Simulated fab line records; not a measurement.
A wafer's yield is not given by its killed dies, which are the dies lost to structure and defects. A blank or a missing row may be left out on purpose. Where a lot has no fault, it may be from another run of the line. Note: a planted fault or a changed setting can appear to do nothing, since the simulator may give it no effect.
Split-lot trial    flow n5Finfet    39 wafers read from 7 lots, route of 1938 steps

== ABOUT THE SPLIT ==
At N5_DUMMY_GATE_ETCH_42 (etches SiO2 in CHF3/O2, target depth 3.5 nm, time 31 s), the setting biasW was moved away from the recipe's 12 W on 18 of the 39 wafers read, by -13.3% to +18.2%. This setting was run at the recipe's value on the other wafers.

The split's own step is where the reading is taken.

== THE READING ==
rfVppV, in V, at N5_DUMMY_GATE_ETCH_42 (etches SiO2 in CHF3/O2, target depth 3.5 nm, time 31 s). On this fab line, fault-free wafers typically give 42.8 V with a standard deviation of 1 V.

wafer   tool, chamber at the split  biasW as run, W  against the recipe  rfVppV, V  against lot-mates on the recipe
L076.2  rieDiel-03, 3               12               recipe              43.9       -
L076.4  rieDiel-03, 1               12               recipe              41.9       -
L076.6  rieDiel-03, 1               12               recipe              42.8       -
L079.1  rieDiel-02, 1               12               recipe              41.6       -
L079.2  rieDiel-02, 3               10.4             -13.3%              38.4       -3.6
L079.3  rieDiel-02, 2               12               recipe              42.1       -
L079.4  rieDiel-02, 0               10.4             -13.3%              38.0       -4.0
L079.5  rieDiel-02, 2               12               recipe              42.4       -
L079.6  rieDiel-02, 3               10.4             -13.3%              36.6       -5.4
L086.1  rieDiel-02, 0               14.13            +17.8%              48.4       +6.5
L086.2  rieDiel-02, 2               14.13            +17.8%              46.6       +4.7
L086.3  rieDiel-02, 3               14.13            +17.8%              46.7       +4.8
L086.4  rieDiel-02, 2               12               recipe              41.5       -
L086.5  rieDiel-02, 0               12               recipe              42.3       -
L086.6  rieDiel-02, 3               12               recipe              41.8       -
L088.1  rieDiel-05, 3               13.6             +13.3%              46.2       +3.2
L088.2  rieDiel-05, 0               12               recipe              42.6       -
L088.3  rieDiel-05, 2               13.6             +13.3%              47.3       +4.3
L088.4  rieDiel-05, 1               12               recipe              44.1       -
L088.5  rieDiel-05, 2               13.6             +13.3%              46.4       +3.4
L088.6  rieDiel-05, 3               12               recipe              42.3       -
L090.1  rieDiel-02, 1               12               recipe              42.7       -
L090.2  rieDiel-02, 3               14.19            +18.2%              48.4       +5.3
L090.3  rieDiel-02, 2               14.19            +18.2%              47.4       +4.3
L090.4  rieDiel-02, 0               14.19            +18.2%              48.8       +5.7
L090.5  rieDiel-02, 3               12               recipe              43.6       -
L090.6  rieDiel-02, 0               12               recipe              43.1       -
L091.1  rieDiel-02, 3               12               recipe              42.3       -
L091.2  rieDiel-02, 0               13.82            +15.2%              47.0       +4.2
L091.3  rieDiel-02, 2               12               recipe              43.1       -
L091.4  rieDiel-02, 2               13.82            +15.2%              47.0       +4.2
L091.5  rieDiel-02, 3               12               recipe              43.0       -
L091.6  rieDiel-02, 0               13.82            +15.2%              48.2       +5.4
L092.1  rieDiel-03, 3               12               recipe              44.0       -
L092.2  rieDiel-03, 0               12               recipe              42.1       -
L092.3  rieDiel-03, 2               10.61            -11.6%              38.2       -5.4
L092.4  rieDiel-03, 3               10.61            -11.6%              40.1       -3.5
L092.5  rieDiel-03, 2               10.61            -11.6%              40.1       -3.5
L092.6  rieDiel-03, 0               12               recipe              44.8       -

THE FIT
A straight line over all 39 wafers: rfVppV changes by +0.302 V for each +1% of biasW; r = +0.96; the points scatter about the line by 0.9 V.
The same after taking each lot's own level away (the mean of its wafers on the recipe; 39 wafers): +0.306 V for each +1%; r = +0.97; scatter 0.74 V.
According to that fit, moving biasW by its largest amount changes the reading by 5.6 V.
From 41.87 to 43.63 V: that is the span of the lots' own levels, equal to 1.8 times the standard deviation above.
The two slopes are in agreement: the lot-to-lot level therefore moves the slope only a little.
Check: +5.45 V against its lot-mates is what the line predicts for one of the wafers moved furthest among these (+18.2%) when that wafer is left out of the fit. It came out at +5.27 V against them.
Tool readings at the split's step, against how far the setting was moved: rfVppV r = +0.96.

== OTHER SPLITS ON THESE WAFERS ==
Note: prior to the reading, these wafers also went through further splits. Each is held against what the fit with the lots' levels taken away leaves over:
other split on the same wafers  wafers away from the commonest value  r with rfVppV (lot level and that fit taken away)
N5_DUMMY_GATE_ETCH_37 sourceW   15                                    +0.03
N5_DUMMY_GATE_ETCH_32 timeS     18                                    -0.02

== THE FILE'S OWN FIT ==
rfVppV changes by +0.302 V for each +1% of biasW, r = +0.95.
